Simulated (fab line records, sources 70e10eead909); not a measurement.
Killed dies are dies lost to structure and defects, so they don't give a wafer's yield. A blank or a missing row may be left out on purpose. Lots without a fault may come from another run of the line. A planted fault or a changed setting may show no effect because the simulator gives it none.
fab line records | flow nand_harc
record lots=6 wafers=18 last_day=24
route steps=1159 shown P_START@1 P_ZERO_WELL@2
lots that met no fault: from a run of the same line without faults
start_h: hours from the record's first day to the start of the lot's first wafer shown | wait_h: hours since the lot's step before | " the same as in the row above | L1.1+2: a row that stands for several wafers | - no value, or no start given | * or withheld: withheld | < > ~ a bound
route shown NAME@n: a module of which the file shows steps, and the number in the route of the first | usual: mean/standard deviation of fault-free wafers | same: alike in all rows | chamber/n: place in a boat | sites: the reading at each site | _std_site: their standard deviation | _edge_site: outer sites' mean less inner sites' | radius_mm: how far each site lies from the wafer's centre | mask NAME#n: copy n | behind: the tool/chamber that last shaped the wafer | hold: why the lot was held/for how many hours/how that ended | device: the transistor (n, p or np) that didn't switch | end of line: the same wafers' tests at the end of the route | a step without rows: its recipe alone | killed: dies lost to structure and defects at the first sort, not the wafer's yield | map: a wafer's dies, x killed, . not, _ none there
set.NAME: the setting as run; set.NAME@STEP: as run at that earlier step | model.NAME: the simulator's own value behind a step, which no gauge read
lots at some steps of the route; a table a step, a row a wafer
services: from which hour (start_h, from the record's first day; less than 0 if before it) a tool's chamber was out of use, for how many hours, and why
## steps
# step NHARC_P_START_INSPECT_01
# usual raw_defect_count=4.0/2.7
# columns lot.wafer tool chamber start_h wait_h raw_defect_count
L576.3 defect_inspect-02 - 54.04 - 1
L576.4 " - " " 2
L576.6 " - " " 8
L578.3 defect_inspect-02 - 66.04 - 2
L578.4 " - " " 2
L578.6 " - " " 3
L583.2 defect_inspect-01 - 96.04 - 2
L583.3 " - " " 1
L583.6 " - " " 2
L584.2 defect_inspect-01 - 102.04 - 3
L584.4 " - " " 4
L584.5 " - " " 3
L588.2 defect_inspect-01 - 126.04 - 4
L588.4 " - " " 1
L588.5 " - " " 0
L589.1 defect_inspect-01 - 132.04 - 3
L589.3 " - " " 3
L589.6 " - " " 8
# step NHARC_P_ZERO_WELL_PRECLEAN_00
# recipe time_s=600 temp_c=120 chemistry=SPM
# step NHARC_P_ZERO_WELL_SRD_01
# step NHARC_P_ZERO_WELL_PECVD_02
# recipe target_thk_a=100 temp_c=400 pressure_torr=6.5 rf_w=withheld teos_flow_sccm=withheld flow_sccm=2650 target_thk_nm=10 gas=O2 material=SiO2
# step NHARC_P_ZERO_WELL_DEHYDRATE_03
# recipe temp_c=150 time_s=120
# step NHARC_P_ZERO_WELL_HMDS_04
# recipe time_s=30
# step NHARC_P_ZERO_WELL_COAT_64
# recipe temp_c=200 time_s=65
# step NHARC_P_ZERO_WELL_COAT_05
# recipe spin_rpm=2000 resist_thk_nm=600
# step NHARC_P_ZERO_WELL_SOFTBAKE_06
# recipe temp_c=125 time_s=70
# step NHARC_P_ZERO_WELL_EBR_07
# step NHARC_P_ZERO_WELL_EXPOSE_08
# recipe na=0.55 target_cd_nm=500 dose_mj=33.8 mask_id=P_ZERO
# usual exposure_dose_mJ_cm2=33.78/0.038
# columns lot.wafer tool chamber start_h wait_h mask exposure_dose_mJ_cm2
L576.3 krf_scanner-04 0 55.09 - P_ZERO#0 33.82
L576.4 " 0 " " P_ZERO#0 33.80
L576.6 " 0 " " P_ZERO#0 33.79
L578.3 krf_scanner-02 0 66.98 - P_ZERO#0 33.78
L578.4 " 0 " " P_ZERO#0 33.80
L578.6 " 0 " " P_ZERO#0 33.79
L583.2 krf_scanner-04 0 97.10 - P_ZERO#0 51.42
L583.3 " 0 " " P_ZERO#0 51.42
L583.6 " 0 " " P_ZERO#0 51.48
L584.2 krf_scanner-04 0 102.97 - P_ZERO#0 48.14
L584.4 " 0 " " P_ZERO#0 48.12
L584.5 " 0 " " P_ZERO#0 48.14
L588.2 krf_scanner-01 0 127.09 - P_ZERO#0 33.80
L588.4 " 0 " " P_ZERO#0 33.74
L588.5 " 0 " " P_ZERO#0 33.78
L589.1 krf_scanner-02 0 133.12 - P_ZERO#0 33.72
L589.3 " 0 " " P_ZERO#0 33.71
L589.6 " 0 " " P_ZERO#0 33.72
# step NHARC_P_ZERO_WELL_PEB_09
# recipe peb_temp_c=128 peb_time_s=80
# step NHARC_P_ZERO_WELL_DEVELOP_10
# recipe time_s=50 dev_temp_c=22
# step NHARC_P_ZERO_WELL_CD_MEAS_11
# recipe target_cd_nm=500 landing_energy_ev=500
# usual cd_nm=499.9/2.9
# same landing_energy_ev=500
# columns lot.wafer tool chamber start_h wait_h cd_nm
L576.3 cd_sem-01 0 55.24 - 500.9
L576.4 " 0 " " 501.8
L576.6 " 0 " " 505.2
L578.3 cd_sem-02 0 67.13 - 499.7
L578.4 " 0 " " 498.0
L578.6 " 0 " " 498.7
L583.2 cd_sem-02 0 97.25 - 581.0
L583.3 " 0 " " 581.4
L583.6 " 0 " " 578.8
L584.2 cd_sem-01 0 103.12 - 565.2
L584.4 " 0 " " 568.3
L584.5 " 0 " " 566.6
L588.2 cd_sem-01 0 127.24 - 497.8
L588.4 " 0 " " 500.7
L588.5 " 0 " " 498.2
L589.1 cd_sem-03 0 133.27 - 500.7
L589.3 " 0 " " 506.1
L589.6 " 0 " " 500.6
# step NHARC_P_ZERO_WELL_HARDBAKE_12
# recipe temp_c=118 time_s=65
## services
# columns tool chamber start_h hours kind
krf_scanner-02 - 38.00 4.0 pm
krf_scanner-01 - 84.00 4.0 pm
krf_scanner-01 0 103.50 - calibration
krf_scanner-02 0 120.87 - calibration
krf_scanner-04 - 126.00 4.0 pm
## key
first_sign step=NHARC_P_ZERO_WELL_EXPOSE_08 reading=exposure_dose_mJ_cm2 direction=up sigmas=99+ usual=33.78 struck=49.79
effect step=NHARC_P_ZERO_WELL_CD_MEAS_11 reading=cd_nm direction=up sigmas=26 usual=499.9 struck=573.6 through=control_loop
met_at NHARC_P_ZERO_WELL_EXPOSE_08
struck_wafers L583.2,L583.3,L583.6,L584.2,L584.4,L584.5
sort_left_out L583.2,L583.3,L583.6,L584.2,L584.4,L584.5
tester_left_out L583,L584
loop_trim step=NHARC_P_ZERO_WELL_EXPOSE_08 setting=dose lots=L584
onset_between 55.09 97.10
fault kind=process_parameter_drift tool=krf_scanner-04 chamber=- onset_h=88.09 steps=NHARC_P_ZERO_WELL_EXPOSE_08 channel=dose_mj offset=17.669 shape=step acts_in=these_recipes_only stated=33.8
# tester_left_out: of these lots the tester's yield and bins aren't shown, on N5 and GAA mostly nor the transistor test; their killed dies are dies lost to structure and defects alone, not to doping, threshold or leakage, so they don't give the yield
# sort_left_out: the simulated sort isn't trusted on such a fault, so these wafers' sort isn't shown, and their yield isn't known
# loop_trim: a control loop set the setting to another value than it would have without faults
